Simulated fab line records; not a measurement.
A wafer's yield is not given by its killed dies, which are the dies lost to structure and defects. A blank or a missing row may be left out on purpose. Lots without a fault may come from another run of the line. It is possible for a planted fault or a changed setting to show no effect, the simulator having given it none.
Which tool did it?	flow n5-finfet	48 wafers from 16 lots sampled at 6 of the route's 1938 steps

## WHAT EACH GAUGE READ, for each wafer
Not one reading of a measure or inspect step in the record can be checked against a usual standard deviation.

## WHAT TOOL EACH LOT RAN ON (gives the tool, then ch and the chambers of the sampled wafers, and finally the start)
lot	N5_DUMMY_GATE_ETCH_31	N5_DUMMY_GATE_ETCH_44	N5_SD_EPI_N_ETCH_34	N5_SD_EPI_P_ETCH_36	N5_SD_EPI_P_ETCH_37	N5_SDB_ETCH_18
L074	rie-diel-06 ch 1,2,3, day 2 23:52	rie-si-06 ch 1,2,3, day 3 00:12	rie-diel-05 ch 0,2,3, day 3 02:12	rie-diel-06 ch 1,2,3, day 3 07:33	rie-diel-06 ch 1,2,3, day 3 07:37	rie-diel-04 ch 0,1,3, day 3 19:24
L076	rie-diel-03 ch 1,3, day 3 11:18	rie-si-05 ch 0,1, day 3 11:38	rie-diel-05 ch 0,1,3, day 3 13:32	rie-diel-01 ch 0,1,3, day 3 18:08	rie-diel-01 ch 0,1,3, day 3 18:12	rie-diel-04 ch 1,2, day 4 07:11
L078	rie-diel-03 ch 1,3, day 3 22:29	rie-si-02 ch 0,1,3, day 3 22:49	rie-diel-05 ch 0,1,3, day 4 00:55	rie-diel-01 ch 2,3, day 4 06:16	rie-diel-01 ch 2,3, day 4 06:20	rie-diel-04 ch 1,3, day 4 19:26
L080	rie-diel-03 ch 1,2, day 4 10:56	rie-si-05 ch 0,1,3, day 4 11:16	rie-diel-04 ch 1,2, day 4 12:47	rie-diel-03 ch 1,2, day 4 19:13	rie-diel-03 ch 1,2, day 4 19:16	rie-diel-04 ch 0,1, day 5 09:14
L081	rie-diel-03 ch 1,3, day 4 18:34	rie-si-02 ch 0,2,3, day 4 18:55	rie-diel-04 ch 0,3, day 4 23:49	rie-diel-01 ch 0,2,3, day 5 05:36	rie-diel-01 ch 0,2,3, day 5 05:40	rie-diel-02 ch 0,1,2, day 5 18:17
L082	rie-diel-01 ch 0,3, day 5 04:26	rie-si-06 ch 1,3, day 5 04:46	rie-diel-02 ch 0,1,3, day 5 06:44	rie-diel-03 ch 0,1,3, day 5 11:10	rie-diel-03 ch 0,1,3, day 5 11:13	rie-diel-02 ch 0,1, day 5 23:15
L085	rie-diel-06 ch 0,2,3, day 6 01:20	rie-si-05 ch 2,3, day 6 01:40	rie-diel-02 ch 1,2, day 6 03:15	rie-diel-03 ch 1,2, day 6 08:31	rie-diel-03 ch 1,2, day 6 08:35	rie-diel-05 ch 1,3, day 6 20:07
L087	rie-diel-03 ch 1,3, day 6 09:16	rie-si-05 ch 0,1, day 6 09:37	rie-diel-05 ch 0,1,2, day 6 11:05	rie-diel-03 ch 2,3, day 6 16:17	rie-diel-03 ch 2,3, day 6 16:20	rie-diel-05 ch 0,2, day 7 04:03
L088	rie-diel-01 ch 0,3, day 6 12:15	rie-si-02 ch 0,1,2, day 6 12:35	rie-diel-05 ch 2,3, day 6 14:04	rie-diel-01 ch 0,3, day 6 19:04	rie-diel-01 ch 0,3, day 6 19:08	rie-diel-02 ch 1,2,3, day 7 07:48
L090	rie-diel-06 ch 1,2,3, day 6 22:38	rie-si-05 ch 0,2, day 6 22:58	rie-diel-02 ch 0,1,2, day 7 00:34	rie-diel-03 ch 0,3, day 7 05:00	rie-diel-03 ch 0,3, day 7 05:03	rie-diel-04 ch 0,1,3, day 7 16:41
L091	rie-diel-03 ch 2,3, day 7 05:54	rie-si-06 ch 0,2,3, day 7 06:14	rie-diel-04 ch 0,1,2, day 7 07:59	rie-diel-01 ch 0,2,3, day 7 13:38	rie-diel-01 ch 0,2,3, day 7 13:41	rie-diel-04 ch 2,3, day 8 01:46
L093	rie-diel-01 ch 0,1,3, day 7 17:07	rie-si-05 ch 1,2,3, day 7 17:27	rie-diel-05 ch 0,1,3, day 7 18:59	rie-diel-03 ch 0,1,3, day 7 23:41	rie-diel-03 ch 0,1,3, day 7 23:45	rie-diel-04 ch 0,1,3, day 8 11:29
L094	rie-diel-01 ch 0,1,2, day 8 00:07	rie-si-05 ch 1,2, day 8 00:26	rie-diel-02 ch 0,2,3, day 8 02:08	rie-diel-06 ch 0,1,2, day 8 06:32	rie-diel-06 ch 0,1,2, day 8 06:35	rie-diel-02 ch 1,2, day 8 18:33
L095	rie-diel-03 ch 0,1,3, day 8 05:32	rie-si-06 ch 0,1,3, day 8 05:52	rie-diel-05 ch 0,1, day 8 07:35	rie-diel-03 ch 0,1, day 8 12:06	rie-diel-03 ch 0,1, day 8 12:09	rie-diel-04 ch 0,1, day 8 23:20
L096	rie-diel-06 ch 0,1,3, day 8 09:40	rie-si-05 ch 0,1,2, day 8 10:00	rie-diel-02 ch 0,1,3, day 8 11:32	rie-diel-03 ch 1,2,3, day 8 16:01	rie-diel-03 ch 1,2,3, day 8 16:04	rie-diel-05 ch 1,2,3, day 9 03:24
L097	rie-diel-03 ch 1,2, day 8 17:53	rie-si-05 ch 0,1,3, day 8 18:13	rie-diel-05 ch 0,1,2, day 8 19:45	rie-diel-01 ch 1,2, day 9 00:19	rie-diel-01 ch 1,2, day 9 00:22	rie-diel-02 ch 0,1,3, day 9 12:03
- N5_DUMMY_GATE_ETCH_31: etches SiO2 in C4F6/O2, target depth 82.5 nm, time 27.5 s.
- N5_DUMMY_GATE_ETCH_44: etches poly-Si in HBr/O2, stops on SiO2, target depth 127.5 nm.
- N5_SD_EPI_N_ETCH_34: etches SiARC in CF4, target depth 45.5 nm, time 75.8 s.
- N5_SD_EPI_P_ETCH_36: etches SiARC in CF4, target depth 45.5 nm, time 75.8 s.
- N5_SD_EPI_P_ETCH_37: etches SOC in N2/H2, overetch 108 nm, time 486 s.
- N5_SDB_ETCH_18: etches SOC in N2/H2, target depth 100 nm, overetch 20 nm, time 150 s.

## WHAT THE TOOLS THEMSELVES READ (means of the sampled wafers that have a number; where no wafer has one, the mark that the record gives instead)
N5_DUMMY_GATE_ETCH_31. Usual: O2_flow_sccm 10.00 sccm, standard deviation 0.034; drypump-motor-current-A 5.6 A, standard deviation 0.38; oes-product-au 0.80 a.u., standard deviation 0.082; rf-fwd-power-W 341.6 W, standard deviation 1.4; rf-vpp-V 663 V, standard deviation 9.8; showerhead-plenum-p-Torr 2.88 Torr, standard deviation 0.11; throttle-valve-pct 21.0 %, standard deviation 0.33.
lot	tool	O2_flow_sccm (sccm)	drypump-motor-current-A (A)	oes-product-au (a.u.)	rf-fwd-power-W (W)	rf-vpp-V (V)	showerhead-plenum-p-Torr (Torr)	throttle-valve-pct (%)	flag
L074	rie-diel-06	10.01	5.5	0.87	341.9	666	2.92	21.0	
L076	rie-diel-03	10.04	5.9	0.76	339.8	666	2.96	21.3	
L078	rie-diel-03	9.98	6.0	0.79	341.3	664	2.97	20.9	
L080	rie-diel-03	10.00	5.5	0.79	341.8	658	2.81	20.6	
L081	rie-diel-03	9.99	5.9	0.74	341.9	666	2.95	21.3	
L082	rie-diel-01	10.03	5.5	0.81	343.1	661	2.89	21.0	
L085	rie-diel-06	9.98	5.4	0.85	342.5	660	2.87	21.2	
L087	rie-diel-03	10.01	5.9	0.73	342.4	666	2.95	21.3	
L088	rie-diel-01	9.97	5.9	0.86	342.8	675	2.84	21.0	
L090	rie-diel-06	10.03	5.5	0.82	341.1	666	2.91	21.1	
L091	rie-diel-03	9.98	5.7	0.72	341.6	663	2.86	21.3	
L093	rie-diel-01	10.02	5.8	0.79	342.1	667	2.85	21.0	
L094	rie-diel-01	10.00	5.7	0.71	343.3	657	2.82	21.1	
L095	rie-diel-03	9.98	5.7	0.77	340.3	666	2.98	21.0	
L096	rie-diel-06	9.99	5.7	0.87	341.9	662	2.88	20.9	
L097	rie-diel-03	9.99	5.5	0.76	339.9	658	2.80	20.6	

N5_DUMMY_GATE_ETCH_44. Usual: HBr_flow_sccm 120.0 sccm, standard deviation 0.33; O2_flow_sccm 10.00 sccm, standard deviation 0.032; drypump-motor-current-A 5.6 A, standard deviation 0.55; oes-product-au 0.730 a.u., standard deviation 0.012; rf-fwd-power-W 397.9 W, standard deviation 1.4; throttle-valve-pct 18.49 %, standard deviation 0.22.
lot	tool	HBr_flow_sccm (sccm)	O2_flow_sccm (sccm)	drypump-motor-current-A (A)	oes-product-au (a.u.)	rf-fwd-power-W (W)	throttle-valve-pct (%)	flag
L074	rie-si-06	119.6	10.03	5.6	0.739	397.4	18.51	
L076	rie-si-05	119.8	9.97	5.0	0.726	398.3	18.34	
L078	rie-si-02	119.9	10.01	6.1	0.731	398.3	18.53	
L080	rie-si-05	119.9	10.00	5.5	0.712	398.5	18.45	
L081	rie-si-02	119.8	10.04	6.0	0.727	397.5	18.64	
L082	rie-si-06	120.1	9.99	5.7	0.741	396.7	18.67	
L085	rie-si-05	120.3	10.00	6.4	0.724	398.5	18.70	
L087	rie-si-05	119.9	9.99	5.1	0.726	397.2	18.29	
L088	rie-si-02	120.1	9.98	5.8	0.725	397.7	18.64	
L090	rie-si-05	120.2	10.01	5.9	0.729	398.6	18.59	
L091	rie-si-06	119.9	9.99	5.9	0.747	397.8	18.31	
L093	rie-si-05	120.1	9.99	5.8	0.725	399.1	18.55	
L094	rie-si-05	120.0	10.03	5.3	0.731	398.7	18.48	
L095	rie-si-06	120.0	9.97	5.6	0.732	397.0	18.49	
L096	rie-si-05	120.1	9.98	5.4	0.733	397.6	18.44	
L097	rie-si-05	120.1	10.00	5.5	0.731	399.7	18.39	

N5_SD_EPI_N_ETCH_34. Usual: drypump-motor-current-A 5.5 A (standard deviation 0.37); etch-rf-on-time-s 76.2 s (standard deviation 1.3); oes-product-au 0.68 a.u. (standard deviation 0.076); rf-fwd-power-W 540.0 W (standard deviation 1.9); rf-vpp-V 184.0 V (standard deviation 1.2); showerhead-plenum-p-Torr 2.15 Torr (standard deviation 0.076); throttle-valve-pct 15.57 % (standard deviation 0.21).
lot	tool	drypump-motor-current-A (A)	etch-rf-on-time-s (s)	oes-product-au (a.u.)	rf-fwd-power-W (W)	rf-vpp-V (V)	showerhead-plenum-p-Torr (Torr)	throttle-valve-pct (%)	flag
L074	rie-diel-05	5.5	75.8	0.66	540.1	183.9	2.15	15.50	
L076	rie-diel-05	5.4	77.2	0.66	538.8	183.2	2.09	15.56	
L078	rie-diel-05	5.4	77.2	0.66	541.2	184.1	2.09	15.57	
L080	rie-diel-04	5.0	75.8	0.75	536.7	183.6	2.14	15.54	
L081	rie-diel-04	5.8	76.8	0.61	541.1	183.1	2.06	15.70	
L082	rie-diel-02	5.4	75.8	0.74	540.7	183.5	2.15	15.46	
L085	rie-diel-02	5.6	75.4	0.68	540.9	184.6	2.21	15.62	
L087	rie-diel-05	5.4	76.3	0.65	539.1	183.8	2.15	15.52	
L088	rie-diel-05	5.8	75.8	0.69	539.9	184.6	2.24	15.50	
L090	rie-diel-02	5.5	76.2	0.67	539.5	184.3	2.15	15.58	
L091	rie-diel-04	5.3	76.4	0.66	539.6	183.4	2.12	15.70	
L093	rie-diel-05	5.4	76.8	0.69	540.7	184.6	2.17	15.48	
L094	rie-diel-02	5.7	75.8	0.66	540.1	184.8	2.15	15.66	
L095	rie-diel-05	5.3	76.7	0.65	539.9	183.4	2.09	15.62	
L096	rie-diel-02	5.3	76.4	0.70	540.7	184.5	2.14	15.51	
L097	rie-diel-05	5.5	76.2	0.64	540.1	184.0	2.14	15.55	

N5_SD_EPI_P_ETCH_36. Usual: drypump-motor-current-A 5.7 A (standard deviation 0.38); etch-rf-on-time-s 75.5 s (standard deviation 1.3); oes-product-au 0.68 a.u. (standard deviation 0.07); rf-fwd-power-W 539.3 W (standard deviation 2.2); rf-vpp-V 184.2 V (standard deviation 1.3); showerhead-plenum-p-Torr 2.16 Torr (standard deviation 0.082); throttle-valve-pct 15.51 % (standard deviation 0.29).
lot	tool	drypump-motor-current-A (A)	etch-rf-on-time-s (s)	oes-product-au (a.u.)	rf-fwd-power-W (W)	rf-vpp-V (V)	showerhead-plenum-p-Torr (Torr)	throttle-valve-pct (%)	flag
L074	rie-diel-06	5.5	74.7	0.74	537.6	185.0	2.20	15.50	
L076	rie-diel-01	5.7	75.7	0.70	541.1	183.9	2.16	15.47	
L078	rie-diel-01	6.2	74.8	0.75	542.1	184.2	2.09	15.45	
L080	rie-diel-03	5.7	76.8	0.69	537.3	184.8	2.19	15.19	
L081	rie-diel-01	5.9	75.2	0.68	539.2	183.0	2.12	15.55	
L082	rie-diel-03	5.7	76.4	0.68	537.8	185.1	2.25	15.46	
L085	rie-diel-03	5.5	77.2	0.66	539.7	183.4	2.13	15.22	
L087	rie-diel-03	5.7	75.0	0.62	541.0	184.4	2.15	15.74	
L088	rie-diel-01	5.5	76.6	0.68	541.0	185.2	2.17	15.55	
L090	rie-diel-03	5.4	75.1	0.68	537.5	184.8	2.25	15.48	
L091	rie-diel-01	5.8	75.8	0.67	541.4	183.8	2.12	15.59	
L093	rie-diel-03	5.7	76.3	0.66	538.2	184.2	2.24	15.49	
L094	rie-diel-06	5.6	76.8	0.71	539.3	184.5	2.13	15.54	
L095	rie-diel-03	5.7	77.2	0.69	537.8	185.0	2.26	15.22	
L096	rie-diel-03	5.7	75.8	0.64	538.7	185.2	2.17	15.50	
L097	rie-diel-01	6.0	74.8	0.61	542.9	182.9	2.07	15.70	

N5_SD_EPI_P_ETCH_37. Usual: drypump-motor-current-A 5.7 A, standard deviation 0.38; oes-product-au 0.71 a.u., standard deviation 0.074; rf-fwd-power-W 2996 W, standard deviation 8.5; rf-vpp-V 240.8 V, standard deviation 1.6; showerhead-plenum-p-Torr 2.56 Torr, standard deviation 0.1; throttle-valve-pct 23.7 %, standard deviation 0.5.
lot	tool	drypump-motor-current-A (A)	oes-product-au (a.u.)	rf-fwd-power-W (W)	rf-vpp-V (V)	showerhead-plenum-p-Torr (Torr)	throttle-valve-pct (%)	flag
L074	rie-diel-06	5.5	0.77	2996	241.4	2.60	23.7	
L076	rie-diel-01	5.8	0.73	2997	241.7	2.56	23.6	
L078	rie-diel-01	6.2	0.78	2999	239.1	2.46	23.4	
L080	rie-diel-03	5.7	0.72	3005	241.1	2.61	23.3	
L081	rie-diel-01	5.8	0.71	2993	240.5	2.51	23.7	
L082	rie-diel-03	5.7	0.71	2991	242.3	2.68	23.9	
L085	rie-diel-03	5.5	0.70	2997	240.6	2.53	23.4	
L087	rie-diel-03	5.7	0.64	2989	240.6	2.58	24.4	
L088	rie-diel-01	5.6	0.71	3004	241.9	2.59	23.8	
L090	rie-diel-03	5.5	0.70	2998	242.7	2.68	24.0	
L091	rie-diel-01	5.8	0.70	2995	240.8	2.51	23.7	
L093	rie-diel-03	5.7	0.70	2993	242.1	2.67	23.9	
L094	rie-diel-06	5.6	0.74	2998	240.4	2.52	23.6	
L095	rie-diel-03	5.8	0.73	2980	241.9	2.68	23.4	
L096	rie-diel-03	5.7	0.67	2981	241.1	2.59	23.9	
L097	rie-diel-01	6.0	0.63	2998	238.4	2.44	23.7	

N5_SDB_ETCH_18. Usual: drypump-motor-current-A 5.4 A, standard deviation 0.39; oes-product-au 0.71 a.u., standard deviation 0.08; rf-fwd-power-W 837.6 W, standard deviation 2.9; rf-vpp-V 523.8 V, standard deviation 2.8; showerhead-plenum-p-Torr 2.54 Torr, standard deviation 0.095; throttle-valve-pct 17.77 %, standard deviation 0.23.
lot	tool	drypump-motor-current-A (A)	oes-product-au (a.u.)	rf-fwd-power-W (W)	rf-vpp-V (V)	showerhead-plenum-p-Torr (Torr)	throttle-valve-pct (%)	flag
L074	rie-diel-04	5.6	0.65	839.7	521.7	2.50	17.87	
L076	rie-diel-04	5.0	0.79	836.4	522.7	2.53	17.64	
L078	rie-diel-04	5.4	0.65	837.7	524.2	2.56	17.87	
L080	rie-diel-04	5.7	0.65	839.1	523.5	2.49	17.95	
L081	rie-diel-02	5.5	0.71	838.4	523.7	2.57	17.81	
L082	rie-diel-02	5.2	0.76	839.0	523.8	2.55	17.64	
L085	rie-diel-05	5.6	0.73	838.6	523.2	2.53	17.87	
L087	rie-diel-05	5.6	0.68	838.8	526.1	2.62	17.70	
L088	rie-diel-02	5.4	0.75	835.8	526.3	2.61	17.67	
L090	rie-diel-04	5.6	0.64	836.4	523.2	2.48	17.93	
L091	rie-diel-04	5.1	0.73	837.5	522.4	2.45	17.66	
L093	rie-diel-04	5.6	0.63	837.0	521.7	2.48	17.94	
L094	rie-diel-02	5.6	0.69	838.6	526.8	2.62	17.84	
L095	rie-diel-04	5.5	0.63	838.9	523.9	2.54	17.99	
L096	rie-diel-05	5.7	0.70	840.2	525.5	2.59	17.86	
L097	rie-diel-02	5.4	0.73	836.6	523.7	2.53	17.73	

## THE ANSWER, worked out from the rows above alone
Rule: a lot is off if the mean of its wafers that have a number lies more than 3 standard deviations from the usual mean. Also off: a lot with no number at a reading for which 4 or more lots have one. Where the step has rows for the other lots, those lots are counted as sound. After the gauges, taken in route order, come the tools' own readings; for these a lot's mean is taken, as printed above. The first step at which some lot is off is used, and at that step the reading that is off furthest; a lot without a number counts as furthest.
Nothing can be told from this: no lot is off at any reading shown.

## WHAT HAD BEEN PUT IN BY THE SIMULATOR
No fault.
